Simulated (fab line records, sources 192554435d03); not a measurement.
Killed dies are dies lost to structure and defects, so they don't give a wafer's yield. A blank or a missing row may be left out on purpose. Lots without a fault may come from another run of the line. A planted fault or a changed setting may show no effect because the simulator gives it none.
Which tool did it? | flow n5_finfet | 24 lots, 72 wafers sampled, at 6 steps of a route of 1938

WHAT THE GAUGES READ, wafer by wafer
N5_BEOL_M1_INSPECT_59: inspects for defects (darkfield). Usual: raw_defect_count 77, standard deviation 29.
lot  | measured     | on                | raw_defect_count | flag
L074 | day 6 13:32  | defect_inspect-02 | 86 57 73         |
L075 | day 6 19:25  | defect_inspect-01 | 106 71 40        |
L076 | day 7 01:36  | defect_inspect-01 | 49 58 40         |
L077 | day 7 08:27  | defect_inspect-01 | 48 138 65        |
L078 | day 7 11:59  | defect_inspect-02 | 60 83 62         |
L079 | day 7 21:20  | defect_inspect-02 | 142 105 84       |
L080 | day 8 09:41  | defect_inspect-02 | 131 84 96        |
L082 | day 8 10:21  | defect_inspect-02 | 115 146 137      |
L081 | day 8 10:40  | defect_inspect-01 | 98 120 85        |
L083 | day 8 13:13  | defect_inspect-01 | 76 34 38         |
L084 | day 9 00:38  | defect_inspect-01 | 78 68 71         |
L085 | day 9 01:50  | defect_inspect-01 | 70 44 49         |
L086 | day 9 20:52  | defect_inspect-02 | 107 141 84       |
L087 | day 10 02:34 | defect_inspect-02 | 56 125 52        |
L088 | day 10 03:55 | defect_inspect-02 | 36 88 29         |
L089 | day 10 04:28 | defect_inspect-02 | 83 77 100        |
L090 | day 10 08:05 | defect_inspect-02 | 52 53 48         |
L091 | day 10 10:49 | defect_inspect-01 | 51 64 58         |
L092 | day 10 20:47 | defect_inspect-01 | 90 87 97         |
L093 | day 11 00:17 | defect_inspect-02 | 55 103 87        |
L094 | day 11 17:17 | defect_inspect-01 | 54 18 39         |
L095 | day 11 17:33 | defect_inspect-01 | 106 131 111      |
L096 | day 11 20:43 | defect_inspect-02 | 62 43 44         |
L097 | day 12 07:24 | defect_inspect-02 | 50 49 108        |

N5_BEOL_M2_THK_MEAS_01. Usual: M2_ILD_THK 79.0 nm, standard deviation 1.1.
lot  | measured     | on            | M2_ILD_THK (nm) | flag
L074 | day 6 13:38  | film_metro-02 | 79.0 78.2 79.7  |
L075 | day 6 19:31  | film_metro-02 | 78.1 80.0 80.0  |
L076 | day 7 01:43  | film_metro-01 | 78.5 79.7 78.6  |
L077 | day 7 08:34  | film_metro-01 | 78.1 80.1 79.5  |
L078 | day 7 12:05  | film_metro-01 | 78.5 79.6 80.6  |
L079 | day 7 21:26  | film_metro-01 | 77.8 78.5 79.6  |
L080 | day 8 09:47  | film_metro-01 | 78.7 78.3 79.2  |
L082 | day 8 10:27  | film_metro-01 | 77.2 78.8 80.3  |
L081 | day 8 10:46  | film_metro-01 | 79.3 77.3 80.1  |
L083 | day 8 13:19  | film_metro-01 | 78.7 78.6 80.9  |
L084 | day 9 00:44  | film_metro-01 | 77.9 77.9 80.2  |
L085 | day 9 01:57  | film_metro-01 | 77.7 79.0 79.1  |
L086 | day 9 20:59  | film_metro-01 | 79.2 80.3 80.3  |
L087 | day 10 02:41 | film_metro-01 | 77.7 79.9 78.9  |
L088 | day 10 04:02 | film_metro-01 | 77.2 79.1 77.9  |
L089 | day 10 04:34 | film_metro-01 | 79.0 80.4 79.8  |
L090 | day 10 08:12 | film_metro-01 | 78.2 81.4 78.6  |
L091 | day 10 10:55 | film_metro-02 | 79.0 78.0 79.3  |
L092 | day 10 20:53 | film_metro-02 | 79.1 80.1 80.0  |
L093 | day 11 00:24 | film_metro-01 | 78.8 80.5 79.0  |
L094 | day 11 17:23 | film_metro-01 | 77.4 80.4 78.9  |
L095 | day 11 17:40 | film_metro-01 | 76.8 78.6 80.4  |
L096 | day 11 20:49 | film_metro-02 | 78.3 78.5 78.4  |
L097 | day 12 07:30 | film_metro-02 | 76.7 78.0 79.3  |

WHICH TOOL RAN EACH LOT (tool, then ch and the chambers of the sampled wafers, then the start)
lot  | N5_BEOL_M1_SURFACE_TREAT_85  | N5_BEOL_M1_SPUTTER_81        | N5_BEOL_M1_ANNEAL_82         | N5_BEOL_M1_SPUTTER_90
L074 | pvd_sputter-03, day 6 08:46  | pvd_sputter-02, day 6 11:08  | pvd_sputter-02, day 6 11:13  | pvd_sputter-02, day 6 11:48
L075 | pvd_sputter-01, day 6 15:01  | pvd_sputter-03, day 6 17:00  | pvd_sputter-03, day 6 17:05  | pvd_sputter-03, day 6 17:40
L076 | pvd_sputter-03, day 6 22:32  | pvd_sputter-03, day 6 23:12  | pvd_sputter-03, day 6 23:17  | pvd_sputter-03, day 6 23:52
L077 | pvd_sputter-01, day 7 05:21  | pvd_sputter-02, day 7 06:03  | pvd_sputter-02, day 7 06:08  | pvd_sputter-02, day 7 06:43
L078 | pvd_sputter-01, day 7 08:21  | pvd_sputter-03, day 7 09:02  | pvd_sputter-03, day 7 09:07  | pvd_sputter-03, day 7 09:41
L079 | pvd_sputter-01, day 7 16:43  | pvd_sputter-03, day 7 18:56  | pvd_sputter-03, day 7 19:01  | pvd_sputter-03, day 7 19:35
L080 | pvd_sputter-02, day 8 06:34  | pvd_sputter-02, day 8 07:17  | pvd_sputter-02, day 8 07:22  | pvd_sputter-02, day 8 07:57
L082 | pvd_sputter-03, day 8 07:00  | pvd_sputter-03, day 8 07:54  | pvd_sputter-03, day 8 07:59  | pvd_sputter-03, day 8 08:34
L081 | pvd_sputter-01, day 8 07:07  | pvd_sputter-01, day 8 08:02  | pvd_sputter-01, day 8 08:07  | pvd_sputter-01, day 8 08:41
L083 | pvd_sputter-03, day 8 10:10  | pvd_sputter-01, day 8 10:49  | pvd_sputter-01, day 8 10:54  | pvd_sputter-01, day 8 11:29
L084 | pvd_sputter-02, day 8 20:44  | pvd_sputter-01, day 8 21:29  | pvd_sputter-01, day 8 21:34  | pvd_sputter-01, day 8 22:08
L085 | pvd_sputter-02, day 8 22:46  | pvd_sputter-02, day 8 23:27  | pvd_sputter-02, day 8 23:32  | pvd_sputter-02, day 9 00:07
L086 | pvd_sputter-02, day 9 17:37  | pvd_sputter-01, day 9 18:29  | pvd_sputter-01, day 9 18:34  | pvd_sputter-01, day 9 19:08
L087 | pvd_sputter-03, day 9 23:13  | pvd_sputter-01, day 10 00:11 | pvd_sputter-01, day 10 00:16 | pvd_sputter-01, day 10 00:50
L088 | pvd_sputter-02, day 10 00:50 | pvd_sputter-02, day 10 01:31 | pvd_sputter-02, day 10 01:35 | pvd_sputter-02, day 10 02:10
L089 | pvd_sputter-03, day 10 01:08 | pvd_sputter-01, day 10 02:04 | pvd_sputter-01, day 10 02:08 | pvd_sputter-01, day 10 02:43
L090 | pvd_sputter-01, day 10 04:54 | pvd_sputter-01, day 10 05:41 | pvd_sputter-01, day 10 05:46 | pvd_sputter-01, day 10 06:20
L091 | pvd_sputter-01, day 10 07:37 | pvd_sputter-02, day 10 08:17 | pvd_sputter-02, day 10 08:22 | pvd_sputter-02, day 10 08:56
L092 | pvd_sputter-01, day 10 17:27 | pvd_sputter-01, day 10 18:07 | pvd_sputter-01, day 10 18:12 | pvd_sputter-01, day 10 18:47
L093 | pvd_sputter-01, day 10 21:10 | pvd_sputter-01, day 10 21:52 | pvd_sputter-01, day 10 21:57 | pvd_sputter-01, day 10 22:32
L094 | pvd_sputter-01, day 11 12:34 | pvd_sputter-01, day 11 14:53 | pvd_sputter-01, day 11 14:58 | pvd_sputter-01, day 11 15:33
L095 | pvd_sputter-02, day 11 12:50 | pvd_sputter-02, day 11 15:09 | pvd_sputter-02, day 11 15:14 | pvd_sputter-02, day 11 15:49
L096 | pvd_sputter-03, day 11 17:35 | pvd_sputter-01, day 11 18:19 | pvd_sputter-01, day 11 18:23 | pvd_sputter-01, day 11 18:58
L097 | pvd_sputter-01, day 12 04:19 | pvd_sputter-01, day 12 05:00 | pvd_sputter-01, day 12 05:05 | pvd_sputter-01, day 12 05:40
- N5_BEOL_M1_SURFACE_TREAT_85
- N5_BEOL_M1_SPUTTER_81: material Cu, target thk 4.5 nm, time 8.29 s.
- N5_BEOL_M1_ANNEAL_82: time 240 s.
- N5_BEOL_M1_SPUTTER_90: material Cu, target thk 4.5 nm, time 8.29 s.

WHAT THE TOOLS THEMSELVES READ (means of the sampled wafers that have a number; where no wafer has one, the mark that the record gives instead)
N5_BEOL_M1_SPUTTER_81. Usual: throttle_valve_pct 30.2 %, standard deviation 1.1.
lot  | tool           | throttle_valve_pct (%) | flag
L074 | pvd_sputter-02 | 30.6                   |
L075 | pvd_sputter-03 | 29.8                   |
L076 | pvd_sputter-03 | 29.1                   |
L077 | pvd_sputter-02 | 31.1                   |
L078 | pvd_sputter-03 | 30.2                   |
L079 | pvd_sputter-03 | 29.4                   |
L080 | pvd_sputter-02 | 29.9                   |
L082 | pvd_sputter-03 | 29.7                   |
L081 | pvd_sputter-01 | 30.1                   |
L083 | pvd_sputter-01 | 30.4                   |
L084 | pvd_sputter-01 | 30.0                   |
L085 | pvd_sputter-02 | 30.3                   |
L086 | pvd_sputter-01 | 30.3                   |
L087 | pvd_sputter-01 | 29.5                   |
L088 | pvd_sputter-02 | 30.3                   |
L089 | pvd_sputter-01 | 30.1                   |
L090 | pvd_sputter-01 | 30.9                   |
L091 | pvd_sputter-02 | 30.4                   |
L092 | pvd_sputter-01 | 30.3                   |
L093 | pvd_sputter-01 | 30.4                   |
L094 | pvd_sputter-01 | 30.4                   |
L095 | pvd_sputter-02 | 30.9                   |
L096 | pvd_sputter-01 | 30.3                   |
L097 | pvd_sputter-01 | 30.1                   |

N5_BEOL_M1_ANNEAL_82. Usual: heater_power_w 814 W, standard deviation 78.
lot  | tool           | heater_power_w (W) | flag
L074 | pvd_sputter-02 | 906                |
L075 | pvd_sputter-03 | 773                |
L076 | pvd_sputter-03 | 748                |
L077 | pvd_sputter-02 | 735                |
L078 | pvd_sputter-03 | 787                |
L079 | pvd_sputter-03 | 782                |
L080 | pvd_sputter-02 | 804                |
L082 | pvd_sputter-03 | 777                |
L081 | pvd_sputter-01 | 791                |
L083 | pvd_sputter-01 | 785                |
L084 | pvd_sputter-01 | 851                |
L085 | pvd_sputter-02 | 867                |
L086 | pvd_sputter-01 | 795                |
L087 | pvd_sputter-01 | 840                |
L088 | pvd_sputter-02 | 878                |
L089 | pvd_sputter-01 | 855                |
L090 | pvd_sputter-01 | 758                |
L091 | pvd_sputter-02 | 782                |
L092 | pvd_sputter-01 | 854                |
L093 | pvd_sputter-01 | 854                |
L094 | pvd_sputter-01 | 798                |
L095 | pvd_sputter-02 | 821                |
L096 | pvd_sputter-01 | 789                |
L097 | pvd_sputter-01 | 806                |

N5_BEOL_M1_SPUTTER_90. Usual: throttle_valve_pct 30.1 %, standard deviation 1.1.
lot  | tool           | throttle_valve_pct (%) | flag
L074 | pvd_sputter-02 | 30.6                   |
L075 | pvd_sputter-03 | 29.7                   |
L076 | pvd_sputter-03 | 29.1                   |
L077 | pvd_sputter-02 | 31.1                   |
L078 | pvd_sputter-03 | 29.9                   |
L079 | pvd_sputter-03 | 29.4                   |
L080 | pvd_sputter-02 | 29.8                   |
L082 | pvd_sputter-03 | 29.7                   |
L081 | pvd_sputter-01 | 30.3                   |
L083 | pvd_sputter-01 | 30.4                   |
L084 | pvd_sputter-01 | 30.1                   |
L085 | pvd_sputter-02 | 30.5                   |
L086 | pvd_sputter-01 | 30.2                   |
L087 | pvd_sputter-01 | 29.4                   |
L088 | pvd_sputter-02 | 30.3                   |
L089 | pvd_sputter-01 | 30.0                   |
L090 | pvd_sputter-01 | 30.7                   |
L091 | pvd_sputter-02 | 30.3                   |
L092 | pvd_sputter-01 | 30.3                   |
L093 | pvd_sputter-01 | 30.3                   |
L094 | pvd_sputter-01 | 30.3                   |
L095 | pvd_sputter-02 | 30.8                   |
L096 | pvd_sputter-01 | 30.4                   |
L097 | pvd_sputter-01 | 30.1                   |

THE ANSWER, worked out from the rows above alone
Rule: a lot is off if the mean of its wafers that have a number lies more than 3 standard deviations from the usual mean. A lot without any number at a reading at which 4 lots or more have one is off too. The other lots that the step has rows for count as sound. The gauges are gone through in route order, then the tools' own readings, and for those a lot's mean is taken as printed above. The first step at which some lot is off is used, and at that step the reading that is off furthest; a lot without a number counts as furthest.
No lot is off at any reading shown: from this, nothing can be told.

WHAT THE SIMULATOR HAD PUT IN
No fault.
